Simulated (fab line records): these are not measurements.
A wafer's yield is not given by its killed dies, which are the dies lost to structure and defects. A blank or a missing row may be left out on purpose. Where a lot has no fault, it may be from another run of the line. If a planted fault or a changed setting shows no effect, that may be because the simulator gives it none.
Struck lot and sound lot, side by side | flow nand-harc | 14 out of 1302 route steps
Sound: wafers L732.3, L732.4, L732.5. Struck: wafers L748.2, L748.5 (left out: L748.6, a lot-mate that was not struck); the cause follows at the end.
Order at every step that has rows: each side's tool, ch and its chambers, its first start. Under that, the readings that differ: sound wafers | struck wafers | difference of the means | sigmas: that difference in standard deviations of wafers without a fault.
alike: words and numbers the same on both sides, and readings whose means are apart by under 2 such deviations; not compared: readings that were withheld, readings missing a value for some wafer, numbers with overlapping values and no deviation given by the record, and bounds like >300 which may hide the same value.
A row with sigmas, a row that says differs or no value, or rows on one side alone: a step with any of these is where the two part. Numbers that don't overlap but have no deviation are shown without sigmas and don't part them. Lack of a reading on every wafer of one side parts them only where that side has two or more wafers.

NHARC_A_SOURCE_PLATE_THK_MEAS_06: measures by ellipsometry.
  sound: film-metro-02 at day 7 22:09; struck: film-metro-01 at day 14 20:30
  alike: thk-nm
NHARC_A_SOURCE_PLATE_INSPECT_08:
  sound: defect-inspect-02 at day 7 22:13; struck: defect-inspect-02 at day 14 20:35
  alike: raw-defect-count
after that, 1 step with no rows for these wafers: NHARC_A_ONON_D1_DEP_00 (target thk 1000 nm).
NHARC_A_ONON_D1_THK_MEAS_02: measures by ellipsometry.
  sound: film-metro-02 at day 7 22:47; struck: film-metro-01 at day 14 21:09
  alike: thk-nm
after that, 1 step with no rows for these wafers: NHARC_A_ONON_D1_DEP_03 (target thk 1000 nm).
NHARC_A_ONON_D1_THK_MEAS_05: measures by ellipsometry.
  sound: film-metro-01 at day 7 23:21; struck: film-metro-02 at day 14 21:43
  alike: thk-nm
after that, 1 step with no rows for these wafers: NHARC_A_ONON_D1_DEP_06 (target thk 1000 nm).
NHARC_A_ONON_D1_THK_MEAS_08: measures by ellipsometry.
  sound: film-metro-02 at day 7 23:55; struck: film-metro-01 at day 14 22:17
  alike: thk-nm
after that, 1 step with no rows for these wafers: NHARC_A_ONON_D1_DEP_09 (target thk 1000 nm).
NHARC_A_ONON_D1_THK_MEAS_11: measures by ellipsometry.
  sound: film-metro-01 at day 8 00:29; struck: film-metro-01 at day 14 22:50
  alike: thk-nm
NHARC_A_ONON_D1_DEP_12: target thk 1000 nm.
  sound on pecvd-onon-02 ch 0, day 8 00:39; struck on pecvd-onon-02 ch 0, day 14 22:58
  alike: nh3-flow-sccm, susceptor-temp-C
NHARC_A_ONON_D1_THK_MEAS_14: measures by ellipsometry.
  sound: film-metro-02 at day 8 01:02; struck: film-metro-01 at day 14 23:25
  reading     | sound          | struck  | difference | sigmas
  thk-nm (nm) | 1010 1011 1011 | 696 696 | -315       | -37
then, 1 step without rows for these wafers: NHARC_A_ONON_D1_ANNEAL_15 (time 3600 s).
-- the record jumps here: 16 days lie between the struck wafers' starts before and after (it left off in module A_ONON_D1 and takes up again in module END, whose first step shown is number 1302 of the route) --
NHARC_END_SORT_01:
  here the record holds rows for the struck wafers (prober-02 ch 0, day 31 11:07) but none for the sound ones

== WHERE THEY PART ==
First at NHARC_A_ONON_D1_THK_MEAS_14; last, within this record, at NHARC_END_SORT_01.

WHY: what had been put in by the simulator
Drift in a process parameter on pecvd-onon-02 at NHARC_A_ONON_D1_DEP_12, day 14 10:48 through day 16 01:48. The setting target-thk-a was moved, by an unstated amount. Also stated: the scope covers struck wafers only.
